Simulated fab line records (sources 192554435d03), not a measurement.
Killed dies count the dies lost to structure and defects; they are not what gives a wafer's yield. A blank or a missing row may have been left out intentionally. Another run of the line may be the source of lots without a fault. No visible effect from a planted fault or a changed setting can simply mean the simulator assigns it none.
Matching of chambers || flow n5 finfet || 4 sister chambers for N5_BEOL_M0_SAQP_SPACER2_ETCHBACK_27 on rie diel-05
The step etches SiO2 in CHF3/O2, target depth 22.5 nm, time 11.25 s. 14 wafers are shown with their chamber, then 7 later ones without.

WAFERS WITH THEIR CHAMBER
{"wafer": "L075.2", "chamber": 3, "drypump motor current A (A)": 5.3, "showerhead plenum p Torr (Torr)": 2.31, "throttle valve pct (%)": 19.11}
{"wafer": "L075.3", "chamber": 2, "drypump motor current A (A)": 6.3, "showerhead plenum p Torr (Torr)": 2.28, "throttle valve pct (%)": 19.31}
{"wafer": "L075.5", "chamber": 1, "drypump motor current A (A)": 6.1, "showerhead plenum p Torr (Torr)": 2.51, "throttle valve pct (%)": 19.10}
{"wafer": "L076.2", "chamber": 0, "drypump motor current A (A)": 5.9, "showerhead plenum p Torr (Torr)": 2.36, "throttle valve pct (%)": 18.65}
{"wafer": "L076.4", "chamber": 1, "drypump motor current A (A)": 6.1, "showerhead plenum p Torr (Torr)": 2.51, "throttle valve pct (%)": 19.10}
{"wafer": "L076.5", "chamber": 2, "drypump motor current A (A)": 6.3, "showerhead plenum p Torr (Torr)": 2.28, "throttle valve pct (%)": 19.33}
{"wafer": "L077.1", "chamber": 1, "drypump motor current A (A)": 6.1, "showerhead plenum p Torr (Torr)": 2.51, "throttle valve pct (%)": 19.13}
{"wafer": "L077.2", "chamber": 3, "drypump motor current A (A)": 5.2, "showerhead plenum p Torr (Torr)": 2.31, "throttle valve pct (%)": 19.14}
{"wafer": "L077.6", "chamber": 0, "drypump motor current A (A)": 5.9, "showerhead plenum p Torr (Torr)": 2.36, "throttle valve pct (%)": 18.65}
{"wafer": "L080.1", "chamber": 1, "drypump motor current A (A)": 6.1, "showerhead plenum p Torr (Torr)": 2.50, "throttle valve pct (%)": 19.14}
{"wafer": "L080.5", "chamber": 2, "drypump motor current A (A)": 6.3, "showerhead plenum p Torr (Torr)": 2.28, "throttle valve pct (%)": 19.31}
{"wafer": "L080.6", "chamber": 3, "drypump motor current A (A)": 5.2, "showerhead plenum p Torr (Torr)": 2.31, "throttle valve pct (%)": 19.13}
{"wafer": "L091.1", "chamber": 0, "drypump motor current A (A)": 5.9, "showerhead plenum p Torr (Torr)": 2.35, "throttle valve pct (%)": 18.68}
{"wafer": "L091.2", "chamber": 2, "drypump motor current A (A)": 6.3, "showerhead plenum p Torr (Torr)": 2.27, "throttle valve pct (%)": 19.35}

SIGNATURES (means of the wafers above)
{"reading": "drypump motor current A", "chamber 0": 5.900, "chamber 1": 6.100, "chamber 2": 6.300, "chamber 3": 5.233, "scatter within a chamber": 0.0258}
{"reading": "showerhead plenum p Torr", "chamber 0": 2.3567, "chamber 1": 2.5075, "chamber 2": 2.2775, "chamber 3": 2.3100, "scatter within a chamber": 0.00465}
{"reading": "throttle valve pct", "chamber 0": 18.6600, "chamber 1": 19.1175, "chamber 2": 19.3250, "chamber 3": 19.1267, "scatter within a chamber": 0.0186}
Rule: a wafer lies at a distance from a chamber equal to the root of the sum of squares, over the readings, of (its reading less the chamber's mean, divided by the reading's scatter). The wafer belongs to the nearest chamber; if the next one is less than 2 further off, it can't be placed. The scatter is the square root of a quotient: the sum, over the shown wafers, of each reading's squared deviation from its chamber's mean, divided by wafers minus chambers.

WAFERS WITH NO CHAMBER GIVEN
{"wafer": "L091.3", "drypump motor current A (A)": 5.2, "showerhead plenum p Torr (Torr)": 2.30, "throttle valve pct (%)": 19.17}
{"wafer": "L093.2", "drypump motor current A (A)": 5.3, "showerhead plenum p Torr (Torr)": 2.30, "throttle valve pct (%)": 19.18}
{"wafer": "L093.3", "drypump motor current A (A)": 5.9, "showerhead plenum p Torr (Torr)": 2.35, "throttle valve pct (%)": 18.69}
{"wafer": "L093.4", "drypump motor current A (A)": 6.4, "showerhead plenum p Torr (Torr)": 2.27, "throttle valve pct (%)": 19.35}
{"wafer": "L095.1", "drypump motor current A (A)": 5.3, "showerhead plenum p Torr (Torr)": 2.30, "throttle valve pct (%)": 19.17}
{"wafer": "L095.4", "drypump motor current A (A)": 6.1, "showerhead plenum p Torr (Torr)": 2.49, "throttle valve pct (%)": 19.17}
{"wafer": "L095.5", "drypump motor current A (A)": 5.9, "showerhead plenum p Torr (Torr)": 2.35, "throttle valve pct (%)": 18.69}

THE CHAMBER EACH PASSED THROUGH
{"wafer": "L091.3", "from the rows above": 3, "in truth": 3}
{"wafer": "L093.2", "from the rows above": 3, "in truth": 3}
{"wafer": "L093.3", "from the rows above": 0, "in truth": 0}
{"wafer": "L093.4", "from the rows above": 2, "in truth": 2}
{"wafer": "L095.1", "from the rows above": 3, "in truth": 3}
{"wafer": "L095.4", "from the rows above": 1, "in truth": 1}
{"wafer": "L095.5", "from the rows above": 0, "in truth": 0}
Correctly placed: 7 of 7. Not placeable from these rows: 0. Number placed wrongly: 0.
